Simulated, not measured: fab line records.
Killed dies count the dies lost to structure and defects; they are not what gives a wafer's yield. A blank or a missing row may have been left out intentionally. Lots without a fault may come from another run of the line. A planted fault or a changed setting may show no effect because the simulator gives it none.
One fault through the eyes of 3 desks + flow n5Finfet + only its own numbers are on each desk; what lay behind them is given at the end

## TOOL OWNER'S DESK, rieDiel-03
The tool's own readings at N5_SD_EPI_P_ETCH_16 (etches SiO2 in CHF3/O2, target depth 5 nm): means of the sampled wafers that have a number, for each lot that ran on this tool. The brackets show how far a lot's mean lies from the usual mean; more than 4 standard deviations puts the lot out of limits, marked OUT.
Columns: A = chamberPressureMTorr at N5_SD_EPI_P_ETCH_16, usual 30.00 mTorr; B = drypumpMotorCurrentA at N5_SD_EPI_P_ETCH_16, usual 5.9 A; C = oesProductAu at N5_SD_EPI_P_ETCH_16, usual 0.79 a.u.; D = rfVppV at N5_SD_EPI_P_ETCH_16, usual 526 V; E = showerheadPlenumPTorr at N5_SD_EPI_P_ETCH_16, usual 2.41 Torr; F = throttleValvePct at N5_SD_EPI_P_ETCH_16, usual 18.93 %
| lot  | first seen here | A     | B   | C    | D   | E    | F     |
|------|-----------------|-------|-----|------|-----|------|-------|
| L431 | day 3 06:28     | 30.01 | 6.0 | 0.76 | 528 | 2.35 | 19.07 |
| L438 | day 4 23:53     | 29.98 | 5.9 | 0.85 | 528 | 2.41 | 18.72 |
| L452 | day 8 13:11     | 29.97 | 5.9 | 0.77 | 529 | 2.39 | 18.85 |
| L453 | day 8 19:51     | 30.00 | 5.8 | 0.79 | 530 | 2.46 | 18.91 |
| L454 | day 8 23:23     | 30.00 | 5.9 | 0.80 | 528 | 2.40 | 18.75 |
Finding of this desk: none of the 5 lots has anything out of limits.

## THE DEFECT DESK
Lot by lot, what the route's inspections counted, given as the mean of those sampled wafers with a number. The brackets show how far a lot's mean lies from the usual mean; more than 4 standard deviations puts the lot out of limits, marked OUT.
Columns: A = rawDefectCount at N5_SD_EPI_P_INSPECT_26, usual 186
| lot  | first seen here | A              |
|------|-----------------|----------------|
| L431 | day 3 10:25     | 171            |
| L433 | day 4 00:44     | 147            |
| L437 | day 4 23:53     | 175            |
| L438 | day 5 03:00     | 504 (+8.6) OUT |
| L446 | day 7 02:16     | 184            |
| L452 | day 8 16:18     | 173            |
| L453 | day 8 23:48     | 189            |
| L454 | day 9 02:31     | 185            |
This desk finds L438 out of limits, L438 being first, at day 5 03:00 (rawDefectCount at N5_SD_EPI_P_INSPECT_26). Within limits: L431, L433, L437, L446, L452, L453, L454.

## METROLOGY DESK
Lot by lot, what the gauges showed, no matter which tool ran the lot: averages of those sampled wafers that carry a number. The brackets show how far a lot's mean lies from the usual mean; more than 4 standard deviations puts the lot out of limits, marked OUT. Shown here are 7 of its 10 readings, the ones lying furthest out on some lot.
Columns: A = DIBL_P at N5_BEOL_M4_RC_MEAS_101, usual 35.8 mV/V; B = IOFF_N at N5_BEOL_M4_RC_MEAS_101, usual 0.151 nA/um; C = IOFF_P at N5_BEOL_M4_RC_MEAS_101, usual 0.204 nA/um; D = ION_P at N5_BEOL_M4_RC_MEAS_101, usual 462 uA/um; E = SS_N at N5_BEOL_M4_RC_MEAS_101, usual 71.4 mV/dec; F = SS_P at N5_BEOL_M4_RC_MEAS_101, usual 73.3 mV/dec; G = VT_N at N5_BEOL_M4_RC_MEAS_101, usual 250.5 mV
| lot  | first seen here | A    | B     | C     | D   | E    | F    | G     |
|------|-----------------|------|-------|-------|-----|------|------|-------|
| L431 | day 8 06:47     | 36.2 | 0.167 | 0.181 | 454 | 71.5 | 73.7 | 248.9 |
| L433 | day 9 08:01     | 38.8 | 0.195 | 0.239 | 465 | 72.4 | 74.2 | 246.7 |
| L437 | day 9 21:02     | 34.1 | 0.141 | 0.193 | 459 | 71.5 | 73.1 | 250.2 |
| L438 | day 9 23:50     | 34.2 | 0.129 | 0.203 | 462 | 71.5 | 73.1 | 253.8 |
| L446 | day 12 10:07    | 34.2 | 0.135 | 0.184 | 467 | 70.9 | 72.3 | 251.0 |
| L452 | day 13 09:00    | 36.4 | 0.162 | 0.228 | 470 | 71.1 | 74.0 | 248.9 |
| L453 | day 13 16:02    | 35.6 | 0.137 | 0.169 | 457 | 71.2 | 72.8 | 250.9 |
| L454 | day 14 08:23    | 35.4 | 0.143 | 0.192 | 458 | 71.2 | 73.1 | 253.0 |
Finding of this desk: none of the 8 lots has anything out of limits.

## BROUGHT TOGETHER
The defect desk could have raised an alarm at day 5 03:00, on L438.
The tool owner's desk saw nothing out of limits.
Metrology desk: nothing out of limits seen.
Tool owner's desk: L438 on record, inside its limits.
The metrology desk holds a record of L438, inside its limits.
On rieDiel-03, each named lot ran N5_SD_EPI_P_ETCH_16.

## WHAT THE SIMULATOR HAD PUT IN
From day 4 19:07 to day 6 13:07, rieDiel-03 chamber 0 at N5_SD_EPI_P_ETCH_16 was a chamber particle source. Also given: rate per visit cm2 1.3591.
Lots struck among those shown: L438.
Hours from the fault's start to each desk's first reading out of limits: the defect desk, 8.
